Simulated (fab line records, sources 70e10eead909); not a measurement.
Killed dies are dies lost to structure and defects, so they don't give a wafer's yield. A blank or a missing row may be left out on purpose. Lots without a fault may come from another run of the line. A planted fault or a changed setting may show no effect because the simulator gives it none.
Chamber matching | flow nand_harc | NHARC_A_WL_FILL_ALD_02 on ald_metal-02: 4 sister chambers
The step deposits TiN, target thk 2 nm, pulse time 3 s, ald cycles 100. 4 wafers are shown with their chamber, then 8 later ones without.

WAFERS WITH THEIR CHAMBER
wafer  | chamber | heater_power_w (W)
L084.1 | 1       | 1033
L084.2 | 2       | 971
L086.6 | 3       | 1077
L088.1 | 0       | 961

WAFERS WITHOUT THEIR CHAMBER
wafer  | heater_power_w (W)
L088.3 | 1089
L088.5 | 951
L091.2 | 1052
L091.3 | 966
L091.5 | 1023
L096.3 | 1020
L096.5 | 1094
L096.6 | 1009

WHICH CHAMBER EACH WENT THROUGH
wafer  | from the rows above          | in truth
L088.3 | 3                            | 3
L088.5 | can't be placed: 0 or 2      | 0
L091.2 | can't be placed: 1 or 3      | 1
L091.3 | can't be placed: 0 or 2      | 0
L091.5 | 1                            | 1
L096.3 | 1                            | 1
L096.5 | 3                            | 3
L096.6 | can't be placed: 1 or 2 or 0 | 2
Placed correctly: 4 of 8. Can't be placed from these rows: 4 (the true chamber is among the candidates in 4). Placed wrongly: 0.
How it was worked out, from the rows above alone: a wafer's distance from a chamber is the root of the sum, over the readings, of the square of ((its reading less the chamber's mean) divided by the reading's scatter). The wafer belongs to the nearest chamber; if the next one is less than 2 further off, it can't be placed. A chamber's mean is the mean of its shown wafers. The scatter: with one shown wafer a chamber, the root of the mean of the squares of how far each hidden wafer lies from its nearest shown one.
